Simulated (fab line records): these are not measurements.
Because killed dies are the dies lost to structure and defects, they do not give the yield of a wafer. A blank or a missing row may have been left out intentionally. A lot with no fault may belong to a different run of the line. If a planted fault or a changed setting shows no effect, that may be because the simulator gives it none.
Matching of chambers :: flow n5 finfet :: N5_BEOL_M4_STRIP_36 on rie diel-03: 4 sister chambers
The step strips in N2/H2. 4 wafers are shown with their chamber, then 12 later ones without.

== EACH WAFER AND ITS CHAMBER ==
wafer: L084.4
chamber: 1
throttle valve pct (%): 23.52

wafer: L094.5
chamber: 2
throttle valve pct (%): 24.07

wafer: L089.5
chamber: 0
throttle valve pct (%): 23.47

wafer: L089.6
chamber: 3
throttle valve pct (%): 23.47

== WAFERS WHOSE CHAMBER IS MISSING ==
wafer: L092.1
throttle valve pct (%): 23.47

wafer: L092.2
throttle valve pct (%): 23.50

wafer: L092.3
throttle valve pct (%): 24.02

wafer: L092.4
throttle valve pct (%): 23.58

wafer: L092.5
throttle valve pct (%): 23.47

wafer: L092.6
throttle valve pct (%): 24.03

wafer: L087.1
throttle valve pct (%): 23.50

wafer: L087.2
throttle valve pct (%): 23.59

wafer: L087.3
throttle valve pct (%): 23.48

wafer: L086.3
throttle valve pct (%): 23.50

wafer: L086.4
throttle valve pct (%): 23.52

wafer: L086.5
throttle valve pct (%): 23.57

== THE CHAMBER EACH PASSED THROUGH ==
wafer: L092.1
from the rows above: can't be placed: 0 or 3 or 1
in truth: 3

wafer: L092.2
from the rows above: can't be placed: 1 or 0 or 3
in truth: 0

wafer: L092.3
from the rows above: 2
in truth: 2

wafer: L092.4
from the rows above: can't be placed: 1 or 0 or 3
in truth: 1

wafer: L092.5
from the rows above: can't be placed: 0 or 3 or 1
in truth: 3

wafer: L092.6
from the rows above: 2
in truth: 2

wafer: L087.1
from the rows above: can't be placed: 1 or 0 or 3
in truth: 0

wafer: L087.2
from the rows above: can't be placed: 1 or 0 or 3
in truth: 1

wafer: L087.3
from the rows above: can't be placed: 0 or 3 or 1
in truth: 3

wafer: L086.3
from the rows above: can't be placed: 1 or 0 or 3
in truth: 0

wafer: L086.4
from the rows above: can't be placed: 1 or 0 or 3
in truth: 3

wafer: L086.5
from the rows above: can't be placed: 1 or 0 or 3
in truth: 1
Correct placement for 2 of the 12. Cannot be placed on the basis of these rows: 10; the candidates contain the true chamber in 10. Number placed wrongly: 0.
How it was worked out, from the rows above alone: a wafer's distance from a chamber is the root of the sum, over the readings, of the square of ((its reading less the chamber's mean) divided by the reading's scatter). The wafer belongs to the nearest chamber; if the next one is less than 2 further off, it can't be placed. For every chamber, the mean is computed from those of its wafers that are shown. The scatter: with one shown wafer a chamber, the root of the mean of the squares of how far each hidden wafer lies from its nearest shown one.
